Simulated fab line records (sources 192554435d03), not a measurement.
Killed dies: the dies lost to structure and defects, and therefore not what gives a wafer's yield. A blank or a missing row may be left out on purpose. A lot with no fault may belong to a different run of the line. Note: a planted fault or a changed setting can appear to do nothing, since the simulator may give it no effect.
Split-lot experiment ; flow n5 finfet ; 7 lots, 21 wafers read, on a route of 1938 steps

ABOUT THE SPLIT
At N5_FIN_CUT_EXPOSE_05 (exposes mask FIN CUT), the setting dose mj was moved away from the recipe's 45.75 on 6 of the 21 wafers read, by -5.4% to +5.9%. The other wafers ran this setting at the recipe's value.

FROM THE SPLIT TO THE READING: what the file shows between them, 2 steps
- N5_FIN_CUT_PEB_06: peb time 60 s
- N5_FIN_CUT_DEVELOP_07: develop time 30 s

THE READING
cd nm at N5_FIN_CUT_CD_MEAS_08, given in nm (cd target 29.1 nm). A value of 29.15 nm with a standard deviation of 0.24 nm is what fault-free wafers of this fab line usually give.

wafer;tool, chamber at the split;dose mj as run;against the recipe;cd nm, nm;against lot-mates on the recipe
L086.3;euv scanner-01, 0;45.75;recipe;28.89;-
L086.4;euv scanner-01, 0;45.75;recipe;29.23;-
L086.6;euv scanner-01, 0;45.75;recipe;29.02;-
L087.1;euv scanner-02, 0;48.44;+5.9%;29.75;+0.66
L087.3;euv scanner-02, 0;45.75;recipe;29.21;-
L087.6;euv scanner-02, 0;45.75;recipe;28.98;-
L088.3;euv scanner-01, 0;45.75;recipe;29.25;-
L088.4;euv scanner-01, 0;43.27;-5.4%;28.39;-0.86
L088.5;euv scanner-01, 0;43.27;-5.4%;28.13;-1.12
L090.1;euv scanner-02, 0;47.1;+3.0%;29.97;+0.78
L090.5;euv scanner-02, 0;45.75;recipe;29.19;-
L090.6;euv scanner-02, 0;47.1;+3.0%;29.87;+0.68
L093.2;euv scanner-02, 0;43.28;-5.4%;28.24;-0.86
L093.4;euv scanner-02, 0;45.75;recipe;29.04;-
L093.5;euv scanner-02, 0;45.75;recipe;29.15;-
L096.1;euv scanner-02, 0;45.75;recipe;29.31;-
L096.2;euv scanner-02, 0;45.75;recipe;29.19;-
L096.6;euv scanner-02, 0;45.75;recipe;29.22;-
L097.4;euv scanner-02, 0;45.75;recipe;28.77;-
L097.5;euv scanner-02, 0;45.75;recipe;29.10;-
L097.6;euv scanner-02, 0;45.75;recipe;28.97;-

FIT RESULTS
A straight line over all 21 wafers: cd nm changes by +0.161 nm for each +1% of dose mj; r = +0.92; the points scatter about the line by 0.19 nm.
The same after taking each lot's own level away (the mean of its wafers on the recipe; 21 wafers): +0.168 nm for each +1%; r = +0.95; scatter 0.15 nm.
On that fit, the largest move of dose mj shifts the reading by 0.99 nm.
From 28.947 to 29.250 nm: that is the span of the lots' own levels, equal to 1.3 times the standard deviation above.
The two slopes agree, so the slope changes little with the lot-to-lot level.
Check: for one of the wafers moved furthest among these (+5.9%), held out of the fit, the line's prediction against its lot-mates is +1.14 nm. Against them it came out at +0.655 nm.

ADDITIONAL SPLITS CARRIED BY THESE WAFERS
These wafers also went through other splits before the reading. Each is held against what the fit with the lots' levels taken away leaves over:
other split on the same wafers;wafers away from the commonest value;r with cd nm (lot level and that fit taken away)
N5_ZERO_LAYER_EXPOSE_08 dose mj;10;+0.08
N5_PMOS_HMC_CHANNEL_EPI_PEB_07 peb temp c;4;+0.37
N5_FIN_CUT_COAT_19 spin rpm;3;-0.07

THE WHOLE CHAIN: every reading that the file lists as answering this split, in the file's order
step;what it does;reading;change (the file's fit);r (the file's)
N5_FIN_CUT_CD_MEAS_08;target cd 29.1 nm;cd nm;+0.157 nm for each +1% of the setting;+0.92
N5_FIN_CUT_ETCH_30;etches underlayer in N2/H2, target depth 13 nm, time 10.4 s;FIN_CUT.cd offset nm (the simulator's own value, which no gauge read);+0.192 nm for each +1% of the setting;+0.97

THE FILE'S OWN FIT
cd nm changes by +0.157 nm for each +1% of dose mj, r = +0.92.
